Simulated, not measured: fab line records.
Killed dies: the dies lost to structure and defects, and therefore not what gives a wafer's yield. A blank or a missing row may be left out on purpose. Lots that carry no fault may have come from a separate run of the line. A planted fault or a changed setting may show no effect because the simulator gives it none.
Shared-tool check -- flow n5Finfet -- Sample size 8 lots and 24 wafers

== WHY THIS WAS OPENED ==
At N5_BEOL_M1_CD_MEAS_28 the reading cdNm is flagged on 2 of 8 lots. No-fault wafers: 23.88 nm, standard deviation 0.25.
Rule: flag the lot when none of its wafers has a number, or when each of its wafers that has one lies beyond 4 standard deviations from that mean. The other lots count as sound.

lot,measured,on,"cdNm (nm), wafer by wafer",flag
L801,day 6 13:34,cdSem-01,23.54 24.23 23.93,
L802,day 6 15:10,cdSem-03,23.99 23.94 23.68,
L808,day 8 06:06,cdSem-03,23.17 23.86 23.79,
L812,day 9 09:52,cdSem-01,24.03 24.06 24.08,
L820,day 11 04:56,cdSem-02,23.36 24.47 24.17,
L821,day 11 08:45,cdSem-01,16.16 17.50 21.94,FLAGGED
L822,day 11 12:22,cdSem-01,22.74 15.38 16.38,FLAGGED
L824,day 11 21:11,cdSem-03,23.93 24.01 23.67,
On average the flagged lots' numbers are 18.35 nm, which is -5.53 nm against the usual, or -22 standard deviations.

== TOOL THAT RAN EACH LOT ==
Before the reading, the record contains 2 process steps out of a 1938-step route. Every cell lists first the tool, next ch and the chambers used by the sampled wafers, and last the start.
lot,flag,N5_BEOL_M1_ETCH_74,N5_BEOL_M1_EXPOSE_25
L801,,"rieDiel-06 ch 0,1,3, day 6 12:43","euvScanner-02 ch 0, day 6 13:25"
L802,,"rieDiel-04 ch 0,1,3, day 6 14:14","euvScanner-01 ch 0, day 6 15:02"
L808,,"rieDiel-04 ch 0,1,2, day 8 05:14","euvScanner-01 ch 0, day 8 05:58"
L812,,"rieDiel-04 ch 1,3, day 9 08:46","euvScanner-02 ch 0, day 9 09:44"
L820,,"rieDiel-02 ch 0,2, day 11 04:06","euvScanner-02 ch 0, day 11 04:49"
L821,FLAGGED,"rieDiel-06 ch 0,2,3, day 11 08:02","euvScanner-02 ch 0, day 11 08:38"
L822,FLAGGED,"rieDiel-06 ch 0,2,3, day 11 11:34","euvScanner-02 ch 0, day 11 12:13"
L824,,"rieDiel-04 ch 0,1,3, day 11 20:17","euvScanner-01 ch 0, day 11 21:03"
What the steps here do:
- N5_BEOL_M1_ETCH_74: etches underlayer in N2/H2, target depth 6.5 nm, time 5.2 s.
- N5_BEOL_M1_EXPOSE_25: exposes mask V0, defocus 5 nm, target cd 24 nm.
- N5_BEOL_M1_CD_MEAS_28: target cd y 23.3 nm.

== FLAGGED AGAINST TOTAL, ONE TOOL AT A TIME (gauges that did the reading follow at the end) ==
step,tool,lots run,flagged,share of the flagged lots,sound lots run after its first flagged lot
N5_BEOL_M1_ETCH_74,rieDiel-02,1,0,none,-
N5_BEOL_M1_ETCH_74,rieDiel-04,4,0,none,-
N5_BEOL_M1_ETCH_74,rieDiel-06,3,2,all,0
N5_BEOL_M1_EXPOSE_25,euvScanner-01,3,0,none,-
N5_BEOL_M1_EXPOSE_25,euvScanner-02,5,2,all,0
N5_BEOL_M1_CD_MEAS_28,cdSem-01,4,2,all,0
N5_BEOL_M1_CD_MEAS_28,cdSem-02,1,0,none,-
N5_BEOL_M1_CD_MEAS_28,cdSem-03,3,0,none,-

== WHAT THE TABLE PERMITS ==
In the table, 3 rows ran each flagged lot (rieDiel-06 at N5_BEOL_M1_ETCH_74; euvScanner-02 at N5_BEOL_M1_EXPOSE_25; cdSem-01 at N5_BEOL_M1_CD_MEAS_28).
- rieDiel-06 at N5_BEOL_M1_ETCH_74 ran 3 lots, 2 of them flagged. Its last sound lot is L801 (day 6 12:43), its first flagged lot L821 (day 11 08:02): a fault that began between those two fits.
- euvScanner-02 at N5_BEOL_M1_EXPOSE_25 ran 5 lots, 2 of them flagged. Its last sound lot is L820 (day 11 04:49), its first flagged lot L821 (day 11 08:38): a fault that began between those two fits.
- cdSem-01 at N5_BEOL_M1_CD_MEAS_28 ran 4 lots, 2 of them flagged. Its last sound lot is L812 (day 9 09:52), its first flagged lot L821 (day 11 08:45): a fault that began between those two fits.
Counting lots can't tell these 3 tools apart, because each fits a fault that began at some hour. More lots, or a look at what each step does to the wafer, might.

== WHAT HAD BEEN PUT IN BY THE SIMULATOR ==
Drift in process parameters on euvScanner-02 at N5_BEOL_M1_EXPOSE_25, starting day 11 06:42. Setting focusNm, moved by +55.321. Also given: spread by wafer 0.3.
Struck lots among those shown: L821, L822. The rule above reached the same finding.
